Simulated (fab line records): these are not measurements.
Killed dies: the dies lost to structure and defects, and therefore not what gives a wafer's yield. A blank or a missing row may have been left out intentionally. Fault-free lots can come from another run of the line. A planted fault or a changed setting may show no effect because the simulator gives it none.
Struck lot and sound lot, side by side :: flow nandHarc :: 14 steps out of a route of 1159
Sound: the wafers L717.3, L717.4, L717.5. Struck: wafer L724.4. (L724.2, L724.5 of the same lot were not struck and are left out.) The cause comes at the end.
Per side, at each step with rows, come the tool, then ch with its chambers, and then its first start. Under that, the readings that differ: sound wafers :: struck wafers :: difference of the means :: sigmas: that difference in standard deviations of wafers without a fault.
alike: a reading whose means differ by less than 2 such deviations, as well as words and numbers matching on both sides. not compared: withheld readings; readings where some wafer has no value; bounds like >300 that might hide an equal value; numbers whose values overlap and for which the record gives no deviation.
Wherever a step has rows on one side only, a row that says differs or no value, or a row with sigmas, the two part there. When numbers do not overlap yet have no deviation, they are printed without sigmas and do not part them. Lack of a reading on every wafer of one side parts them only where that side has two or more wafers.

first, 2 steps without rows for these wafers: NHARC_A_STAIRCASE_DESCUM_291 (chemistry O2, time 3 s); NHARC_A_STAIRCASE_ETCH_292 (etches the open film in CF4/CHF3).
NHARC_A_STAIRCASE_HM_OPEN_460: chemistry O2/COS.
  sound: rieDiel-13 ch 0,1,3; struck: rieDiel-13 ch 1
  alike: drypumpMotorCurrentA, oesProductAu, rfVppV, showerheadPlenumPTorr, throttleValvePct
  not compared: rfHoursCounterH
then, 1 step without rows for these wafers: NHARC_A_STAIRCASE_STRIP_461 (strips in O2/COS).
NHARC_A_STAIRCASE_ETCH_452: etches the open film in CF4/O2, target depth 30 nm, overetch 3 nm, time 16.5 s.
  sound: rieDiel-13 ch 0,1,3; struck: rieDiel-13 ch 3
reading: throttleValvePct (%)
sound: 13.399 13.406 13.407
struck: 13.376
difference: -0.028
sigmas: -3
  alike: drypumpMotorCurrentA, oes_f_703_au, oesProductAu, rfVppV, showerheadPlenumPTorr
  not compared: rfHoursCounterH
NHARC_A_STAIRCASE_ETCH_294: etches the open film in C4F8/O2/Ar, target depth 4992 nm, time 1212.4 s.
  sound: rieDiel-13 ch 1,3; struck: rieDiel-13 ch 0
reading: rfVppV (V)
sound: 1823 1811 1823
struck: 1847
difference: +28
sigmas: +3
  alike: oesProductAu
  not compared: rfHoursCounterH
NHARC_A_STAIRCASE_STRIP_295: strips in O2.
  sound: rieDiel-13 ch 0,2,3; struck: rieDiel-13 ch 3
  alike: drypumpMotorCurrentA, oesProductAu, rfVppV, showerheadPlenumPTorr, throttleValvePct
  not compared: rfHoursCounterH
then, 3 steps without rows for these wafers: NHARC_A_STAIRCASE_STRIP_296 (strips in SPM, time 900 s); NHARC_A_STAIRCASE_PRECLEAN_297 (cleans in SC1); NHARC_A_STAIRCASE_SRD_298.
NHARC_A_STAIRCASE_HM_DEP_462: deposits aC, target thk 800 nm.
  sound on aclDep-02 ch 0, day 14 04:15; struck on aclDep-03 ch 0, day 15 18:11
reading: throttleValvePct (%)
sound: 35.006 34.999 35.014
struck: 34.983
difference: -0.023
sigmas: -3
NHARC_A_STAIRCASE_DEP_301: deposits SiON, target thk 30 nm.
  sound on pecvd-03 ch 1,2, day 14 05:32; struck on pecvd-03 ch 0, day 15 19:50
reading: rfFwdPowerW (W)
sound: 349.5 350.1 348.9
struck: 208.1
difference: -141.4
sigmas: -99 or more
  alike: heaterPowerW
then, 2 steps without rows for these wafers: NHARC_A_STAIRCASE_DEHYDRATE_302 (time 120 s); NHARC_END_SORT_01.

== WHERE THEY PART ==
Last at NHARC_A_STAIRCASE_DEP_301 as far as this record goes, first at NHARC_A_STAIRCASE_ETCH_452.

WHY: whatever the simulator had introduced
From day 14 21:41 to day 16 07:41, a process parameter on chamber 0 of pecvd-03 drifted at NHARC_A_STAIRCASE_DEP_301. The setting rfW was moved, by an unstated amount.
